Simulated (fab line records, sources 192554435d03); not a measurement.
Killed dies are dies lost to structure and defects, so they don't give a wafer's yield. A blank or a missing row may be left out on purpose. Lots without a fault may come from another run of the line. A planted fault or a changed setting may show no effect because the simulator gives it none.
Split-lot experiment | flow n5_finfet | 7 lots, 21 wafers read, on a route of 1938 steps

THE SPLIT
At N5_HKMG_FIN_ETCH_58 (etches SOC in N2/H2, target depth 215.8 nm, time 741 s), the setting source_w was moved away from the recipe's 875 W on 9 of the 21 wafers read, by -10.4% to +15.4%. The other wafers ran this setting at the recipe's value.

The reading is taken at the split's own step.

THE READING
rf_vpp_V, in V, at N5_HKMG_FIN_ETCH_58 (etches SOC in N2/H2, target depth 215.8 nm, time 741 s). Fault-free wafers of this fab line usually give 99.1 V, standard deviation 0.97 V.

wafer  | tool, chamber at the split | source_w as run, W | against the recipe | rf_vpp_V, V | against lot-mates on the recipe
L074.1 | rie_diel-05, 0             | 875                | recipe             | 100.1       | -
L074.3 | rie_diel-05, 2             | 958.1              | +9.5%              | 97.6        | -2.5
L074.4 | rie_diel-05, 3             | 958.1              | +9.5%              | 95.5        | -4.6
L076.1 | rie_diel-05, 1             | 875                | recipe             | 97.6        | -
L076.2 | rie_diel-05, 0             | 875                | recipe             | 99.6        | -
L076.5 | rie_diel-05, 2             | 875                | recipe             | 97.3        | -
L077.1 | rie_diel-05, 1             | 829.3              | -5.2%              | 101.6       | +1.1
L077.4 | rie_diel-05, 0             | 829.3              | -5.2%              | 101.1       | +0.6
L077.5 | rie_diel-05, 3             | 875                | recipe             | 100.5       | -
L079.2 | rie_diel-05, 2             | 875                | recipe             | 98.8        | -
L079.3 | rie_diel-05, 3             | 1000               | +14.3%             | 94.3        | -4.6
L079.6 | rie_diel-05, 3             | 875                | recipe             | 99.1        | -
L084.1 | rie_diel-06, 0             | 783.6              | -10.4%             | 102.4       | +3.2
L084.3 | rie_diel-06, 1             | 875                | recipe             | 99.7        | -
L084.4 | rie_diel-06, 3             | 875                | recipe             | 98.7        | -
L090.1 | rie_diel-03, 0             | 1010               | +15.4%             | 93.4        | -5.7
L090.2 | rie_diel-03, 2             | 875                | recipe             | 98.7        | -
L090.6 | rie_diel-03, 3             | 875                | recipe             | 99.4        | -
L091.1 | rie_diel-03, 0             | 875                | recipe             | 97.8        | -
L091.3 | rie_diel-03, 2             | 797.4              | -8.9%              | 100.6       | +2.8
L091.6 | rie_diel-03, 0             | 797.4              | -8.9%              | 102.3       | +4.5

THE FIT
A straight line over all 21 wafers: rf_vpp_V changes by -0.322 V for each +1% of source_w; r = -0.92; the points scatter about the line by 0.95 V.
The same after taking each lot's own level away (the mean of its wafers on the recipe; 21 wafers): -0.347 V for each +1%; r = -0.96; scatter 0.75 V.
On that fit, the largest move of source_w shifts the reading by 5.4 V.
The lots' own levels span 97.80 to 100.50 V, that is 2.8 times the standard deviation above.
So the lot-to-lot level changes the slope little: the two slopes agree.
Check: with one of the wafers moved furthest among these (+15.4%) left out of the fit, the line predicts -5.35 V for it against its lot-mates. It came out at -5.65 V against them.
Tool readings at the split's step, against how far the setting was moved: rf_vpp_V r = -0.92.

OTHER SPLITS ON THESE WAFERS
These wafers also went through other splits before the reading. Each is held against what the fit with the lots' levels taken away leaves over:
other split on the same wafers       | wafers away from the commonest value | r with rf_vpp_V (lot level and that fit taken away)
N5_SD_EPI_N_EPI_21 epi_growth_time_s | 6                                    | +0.34
N5_ILD0_CMP_12 down_force_psi        | 9                                    | +0.02
N5_SDB_COAT_03 spin_rpm              | 8                                    | -0.23
N5_HKMG_FIN_ETCH_55 time_s           | 6                                    | -0.13

THE WHOLE CHAIN: every reading that the file lists as answering this split, in the file's order
step                | what it does                                           | reading                                                                         | change (the file's fit)              | r (the file's)
N5_HKMG_FIN_ETCH_58 | etches SOC in N2/H2, target depth 215.8 nm, time 741 s | rf_vpp_V                                                                        | -0.346 V for each +1% of the setting | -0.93
N5_HKMG_FIN_ETCH_58 | etches SOC in N2/H2, target depth 215.8 nm, time 741 s | SOC_of_HKMG_FIN_COAT_41.thk_nm (the simulator's own value, which no gauge read) | -1.81 nm for each +1% of the setting | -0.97
N5_HKMG_FIN_ETCH_58 | etches SOC in N2/H2, target depth 215.8 nm, time 741 s | HKMG_FIN.feature_depth_nm (the simulator's own value, which no gauge read)      | +1.84 nm for each +1% of the setting | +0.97
N5_HKMG_FIN_ETCH_58 | etches SOC in N2/H2, target depth 215.8 nm, time 741 s | etch.depth_nm (the simulator's own value, which no gauge read)                  | +1.84 nm for each +1% of the setting | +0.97

THE FILE'S OWN FIT
rf_vpp_V changes by -0.346 V for each +1% of source_w, r = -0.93.
